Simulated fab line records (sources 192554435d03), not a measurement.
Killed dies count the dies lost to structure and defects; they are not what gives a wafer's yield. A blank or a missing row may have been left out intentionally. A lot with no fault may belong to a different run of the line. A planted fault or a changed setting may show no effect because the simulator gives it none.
Chamber matching ; flow n5 finfet ; rie diel-06 running N5_BEOL_M4_DESCUM_16: 4 sister chambers
The step chemistry O2, time 7 s. 4 wafers are shown with their chamber, then 12 later ones without.

## WAFERS WITH THEIR CHAMBER
wafer;chamber;drypump motor current A (A)
L081.3;0;5.6
L086.1;2;6.6
L086.3;3;5.5
L086.5;1;4.9

## WAFERS WITH NO CHAMBER GIVEN
wafer;drypump motor current A (A)
L090.1;5.6
L090.3;6.6
L090.5;4.9
L094.1;6.6
L094.5;6.6
L094.6;5.4
L096.1;5.4
L096.2;5.6
L096.5;5.4
L097.2;5.6
L097.3;4.8
L097.5;6.6

## EACH ONE'S CHAMBER
wafer;from the rows above;in truth
L090.1;can't be placed: 0 or 3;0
L090.3;2;2
L090.5;1;1
L094.1;2;2
L094.5;2;2
L094.6;can't be placed: 3 or 0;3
L096.1;can't be placed: 3 or 0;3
L096.2;can't be placed: 0 or 3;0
L096.5;can't be placed: 3 or 0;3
L097.2;can't be placed: 0 or 3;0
L097.3;1;1
L097.5;2;2
Placed correctly: 6 of 12. Cannot be placed on the basis of these rows: 6; the candidates contain the true chamber in 6. Wrongly placed: 0.
How it was worked out, from the rows above alone: a wafer's distance from a chamber is the root of the sum, over the readings, of the square of ((its reading less the chamber's mean) divided by the reading's scatter). The wafer belongs to the nearest chamber; if the next one is less than 2 further off, it can't be placed. Each chamber's mean is taken over the wafers shown for it. The scatter: with one shown wafer a chamber, the root of the mean of the squares of how far each hidden wafer lies from its nearest shown one.
